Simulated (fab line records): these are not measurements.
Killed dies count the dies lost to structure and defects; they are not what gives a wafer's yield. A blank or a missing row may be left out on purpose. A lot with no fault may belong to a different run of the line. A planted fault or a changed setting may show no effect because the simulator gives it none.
Matching of chambers :: flow n5-finfet :: N5_FIN_CUT_ETCH_21 on rie-diel-04: 4 sister chambers
The step etches SOC in N2/H2, target depth 219 nm, overetch 43.8 nm, time 523.5 s. 4 wafers are shown with their chamber, then 7 later ones without.

## WAFERS WITH THEIR CHAMBER
wafer: L083.5
chamber: 3
drypump-motor-current-A (A): 5.0

wafer: L083.6
chamber: 0
drypump-motor-current-A (A): 6.1

wafer: L086.1
chamber: 2
drypump-motor-current-A (A): 6.5

wafer: L086.5
chamber: 1
drypump-motor-current-A (A): 5.6

## WAFERS WITH NO CHAMBER GIVEN
wafer: L086.6
drypump-motor-current-A (A): 6.2

wafer: L093.1
drypump-motor-current-A (A): 5.0

wafer: L093.4
drypump-motor-current-A (A): 5.6

wafer: L093.5
drypump-motor-current-A (A): 6.5

wafer: L095.2
drypump-motor-current-A (A): 5.6

wafer: L095.3
drypump-motor-current-A (A): 6.5

wafer: L095.4
drypump-motor-current-A (A): 5.0

## THE CHAMBER EACH PASSED THROUGH
wafer: L086.6
from the rows above: 0
in truth: 0

wafer: L093.1
from the rows above: 3
in truth: 3

wafer: L093.4
from the rows above: 1
in truth: 1

wafer: L093.5
from the rows above: 2
in truth: 2

wafer: L095.2
from the rows above: 1
in truth: 1

wafer: L095.3
from the rows above: 2
in truth: 2

wafer: L095.4
from the rows above: 3
in truth: 3
Correctly placed: 7 of 7. Number that these rows cannot place: 0. Placed wrongly: 0.
How it was worked out, from the rows above alone: a wafer's distance from a chamber is the root of the sum, over the readings, of the square of ((its reading less the chamber's mean) divided by the reading's scatter). The wafer belongs to the nearest chamber; if the next one is less than 2 further off, it can't be placed. A chamber's mean is the mean of its shown wafers. The scatter (one wafer shown for each chamber): square how far every hidden wafer sits from the nearest shown wafer, average those squares and take the square root.
